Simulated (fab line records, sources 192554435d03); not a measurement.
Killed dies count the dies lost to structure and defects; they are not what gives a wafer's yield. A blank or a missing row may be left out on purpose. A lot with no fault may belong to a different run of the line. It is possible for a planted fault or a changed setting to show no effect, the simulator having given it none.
Struck lot and sound lot, side by side ; flow n5_finfet ; 22 steps out of a route of 1938
Sound: the wafers L742.1, L742.2, L742.3. Struck: wafers L750.3, L750.4, L750.6. At the end, the cause is stated.
Per side, at each step with rows, come the tool, then ch with its chambers, and then its first start. Under that, the readings that differ: sound wafers ; struck wafers ; difference of the means ; sigmas: that difference in standard deviations of wafers without a fault.
alike: words and numbers the same on both sides, and readings whose means are apart by under 2 such deviations; not compared: readings that were withheld, readings missing a value for some wafer, numbers with overlapping values and no deviation given by the record, and bounds like >300 which may hide the same value.
The two part at a step that has a row with sigmas, a row that says differs or no value, or rows on one side only. Numbers that have no deviation but don't overlap get no sigmas and don't part them. A reading that every wafer of one side lacks parts them only if that side has two wafers or more.

first, 1 step without rows for these wafers: N5_SD_EPI_P_WET_ETCH_45 (etches SiO2 in dHF, time 10.7 s, target depth 2 nm, rinse time 30 s).
N5_SD_EPI_P_STRIP_40: strips in N2/H2.
  sound on plasma_asher-01 ch 0,1, day 5 20:19; struck on plasma_asher-02 ch 0,1, day 7 18:32
reading;sound;struck;difference;sigmas
heater_power_w (W);286 285 283;321 319 319;+35;+2
  alike: drypump_motor_current_A, oes_product_au
  not compared: rf_hours_counter_h
then, 5 steps without rows for these wafers: N5_SD_EPI_P_PRECLEAN_52 (cleans in O3/DIW, time 60 s); N5_SD_EPI_P_SRD_20 (time 30 s); N5_SD_EPI_P_PRECLEAN_51 (cleans in NF3:NH3, afs cycles 1, time 20 s, sublimation time 60 s); N5_SD_EPI_P_VAPOR_ETCH_44 (etches SiGe30 in NF3/Ar, time 3.3 s); N5_SD_EPI_P_EPI_21 (deposits SiGe:B, time 355 s).
N5_SD_EPI_P_EPI_MEAS_23:
  sound on film_metro-02 at day 5 23:02; struck on film_metro-02 at day 7 21:14
  alike: thk_nm
then, 4 steps without rows for these wafers: N5_SD_EPI_P_HM_STRIP_48 (strips SiNx in H3PO4, material SiNx, target depth 3 nm); N5_SD_EPI_P_SRD_49 (time 30 s); N5_SD_EPI_P_PRECLEAN_24 (cleans in O3/DIW, time 45 s); N5_SD_EPI_P_PRECLEAN_32 (cleans in dHF, time 10 s).
N5_SD_EPI_P_PRECLEAN_33: cleans in SC2, time 45 s.
  sound on wet_bench-04 ch 3,4,5, day 5 23:09; struck on wet_bench-02 ch 0,6,7, day 7 21:21
then, 1 step without rows for these wafers: N5_SD_EPI_P_SRD_25 (time 30 s).
N5_SD_EPI_P_INSPECT_26: inspects for defects (darkfield).
  sound on defect_inspect-02 at day 5 23:12; struck on defect_inspect-02 at day 7 21:24
reading;sound;struck;difference;sigmas
raw_defect_count;116 145 124;736 727 818;+632;+19
N5_SD_ACTIVATION_RTA_00: time 0 s.
  sound on rtp_anneal-02 ch 0, day 5 23:14; struck on rtp_anneal-01 ch 0, day 7 21:31
  alike: lamp_power_pct, lamp_zone_4_pct, lamp_zone_5_pct, wafer_temp_C_max
N5_SD_ACTIVATION_LSA_01: time 0.0008 s.
  sound on laser_anneal-01 ch 0, day 5 23:26; struck on laser_anneal-01 ch 0, day 7 21:43
  alike: wafer_temp_C_max
N5_SD_ACTIVATION_RS_MEAS_03: measurement is done with a four-point probe.
  sound on film_metro-02 at day 5 23:38; struck on film_metro-01 at day 7 21:54
reading;sound;struck;difference;sigmas
RS_SD_N (ohm/sq);22.15 22.04 22.13;21.48 21.44 21.45;-0.65;-2
  alike: RS_SD_P
N5_SD_ACTIVATION_INSPECT_02: inspects for defects (darkfield).
  sound on defect_inspect-01 at day 5 23:57; struck on defect_inspect-02 at day 7 22:11
reading;sound;struck;difference;sigmas
raw_defect_count;115 170 140;723 706 818;+607;+20
N5_ILD0_LINER_00: material SiNx, target thk 4 nm, pulse time 1 s, purge time 2 s.
  sound on ald_sin-01 ch 1,2,3, day 6 00:06; struck on ald_sin-02 ch 1,2,3, day 7 22:13
  alike: chamber_pressure_Torr, heater_power_w, precursor_pulse_height_rel, susceptor_temp_C
-- the record jumps here: 9 days lie between the struck wafers' starts before and after (it left off in module ILD0 and takes up again in module BEOL_M4, whose first step shown is number 1111 of the route) --
N5_BEOL_M4_RC_MEAS_101:
  sound on prober-02 ch 0, day 14 10:06; struck on prober-02 ch 0, day 17 01:40
  alike: DIBL_N, DIBL_P, IOFF_N, IOFF_P, ION_N, ION_P, SS_N, SS_P, VT_N, VT_P
-- a jump in the record: the struck wafers' starts before and after are 5 days apart (it breaks off in module BEOL_M4 and resumes in module PASSIVATION, where the first step shown is number 1936 of the route) --
N5_PASSIVATION_PROBE_49:
  record: rows for the struck wafers here (prober-01, day 21 18:35), none for the sound ones

## WHERE THEY PART
Earliest at N5_SD_EPI_P_STRIP_40; latest, in this record, at N5_PASSIVATION_PROBE_49.

WHY: what had been put in by the simulator
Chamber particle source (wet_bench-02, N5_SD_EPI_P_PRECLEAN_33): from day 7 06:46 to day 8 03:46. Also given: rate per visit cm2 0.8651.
